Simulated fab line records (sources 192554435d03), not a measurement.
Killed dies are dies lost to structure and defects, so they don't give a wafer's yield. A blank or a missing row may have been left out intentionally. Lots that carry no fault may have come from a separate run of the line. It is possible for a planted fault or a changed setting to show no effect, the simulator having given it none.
Lot-split experiment    flow n5_finfet    on a route of 1938 steps: 7 lots, 21 wafers read

## ON THE SPLIT
At N5_FIN_SAQP_SPACER1_ALD_24 (deposits SiO2, target thk 20.3 nm, pulse time 1 s, purge time 2 s), the setting ald_cycles was moved away from the recipe's 218 on 9 of the 21 wafers read, by -6.0% to +12.8%. For the rest of the wafers, this setting stayed at what the recipe calls for.

## FROM THE SPLIT TO THE READING: what the file shows between them, 2 steps
- N5_FIN_SAQP_SPACER1_ETCHBACK_25: etches SiO2 in CHF3/O2, target depth 24.4 nm, time 12.2 s
- N5_FIN_SAQP_MANDREL1_REMOVE_56: chemistry HBr/Cl2/O2, target a-Si, stops on SiNx, bt time 10 s

## THE READING
Shown in nm: cd_nm at N5_FIN_SAQP_CD_MEAS_27, with target cd 20 nm. Fault-free wafers of this fab line usually give 20.29 nm, standard deviation 0.24 nm.

wafer   tool, chamber at the split  ald_cycles as run  against the recipe  cd_nm, nm  against lot-mates on the recipe
L078.2  ald_sin-04, 2               246                +12.8%              22.65      +2.28
L078.4  ald_sin-04, 1               218                recipe              20.37      -
L078.5  ald_sin-04, 2               246                +12.8%              22.43      +2.06
L080.2  ald_sin-02, 1               218                recipe              20.55      -
L080.3  ald_sin-02, 0               240                +10.1%              22.31      +1.69
L080.6  ald_sin-02, 0               218                recipe              20.68      -
L083.2  ald_sin-04, 0               218                recipe              20.15      -
L083.4  ald_sin-04, 2               218                recipe              20.21      -
L083.5  ald_sin-04, 0               205                -6.0%               18.64      -1.54
L085.1  ald_sin-03, 2               218                recipe              20.52      -
L085.4  ald_sin-03, 3               218                recipe              20.32      -
L085.6  ald_sin-03, 0               229                +5.0%               21.16      +0.74
L086.4  ald_sin-03, 2               218                recipe              19.95      -
L086.5  ald_sin-03, 0               227                +4.1%               21.41      +1.46
L086.6  ald_sin-03, 3               227                +4.1%               20.73      +0.78
L091.3  ald_sin-04, 2,0             246                +12.8%              23.04      +3.01
L091.4  ald_sin-04, 0               218                recipe              20.03      -
L091.6  ald_sin-04, 2,0             246                +12.8%              22.94      +2.91
L095.1  ald_sin-04, 0,2,1           218                recipe              20.38      -
L095.2  ald_sin-04, 0,2,1           218                recipe              20.26      -
L095.3  ald_sin-04, 0,2,1           218                recipe              20.41      -
Rows listing several chambers each stand for several wafers; the file does not say which wafer went through which chamber.

FIT RESULTS
A straight line over all 21 wafers: cd_nm changes by +0.199 nm for each +1% of ald_cycles; r = +0.98; the points scatter about the line by 0.25 nm.
The same after taking each lot's own level away (the mean of its wafers on the recipe; 21 wafers): +0.201 nm for each +1%; r = +0.97; scatter 0.27 nm.
Per that fit: largest ald_cycles move, reading shift of 2.6 nm.
Across the lots, their own levels run from 19.950 to 20.615 nm, a range of 2.8 times the standard deviation given above.
The two slopes are in agreement: the lot-to-lot level therefore moves the slope only a little.
Check: +2.63 nm against its lot-mates is what the line predicts for one of the wafers moved furthest among these (+12.8%) when that wafer is left out of the fit. It came out at +2.28 nm against them.

## THE OTHER SPLITS THESE WAFERS WENT THROUGH
These wafers also went through other splits before the reading. Each is held against what the fit with the lots' levels taken away leaves over:
other split on the same wafers             wafers away from the commonest value  r with cd_nm (lot level and that fit taken away)
N5_WELL_APT_EXPOSE_05 dose_mj              6                                     -0.16
N5_WELL_APT_PEB_06 peb_time_s              5                                     -0.16
N5_PMOS_HMC_CHANNEL_EPI_HM_DEP_34 time_s   9                                     +0.10
N5_PMOS_HMC_CHANNEL_EPI_PEB_07 peb_time_s  8                                     -0.01

## THE WHOLE CHAIN: every reading that the file lists as answering this split, in the file's order
step                            what it does                                                       reading                                                                                  change (the file's fit)                r (the file's)
N5_FIN_SAQP_SPACER1_ALD_24      deposits SiO2, target thk 20.3 nm, pulse time 1 s, purge time 2 s  SiO2_of_FIN_SAQP_SPACER1_ALD_24.thk_nm (the simulator's own value, which no gauge read)  +0.205 nm for each +1% of the setting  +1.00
N5_FIN_SAQP_MANDREL1_REMOVE_56  chemistry HBr/Cl2/O2, target a-Si, stops on SiNx, bt time 10 s     FIN_SAQP.cd_nm (the simulator's own value, which no gauge read)                          +0.204 nm for each +1% of the setting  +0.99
N5_FIN_SAQP_CD_MEAS_27          target cd 20 nm                                                    cd_nm                                                                                    +0.197 nm for each +1% of the setting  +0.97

## FILE'S OWN FIT
cd_nm changes by +0.197 nm for each +1% of ald_cycles, r = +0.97.
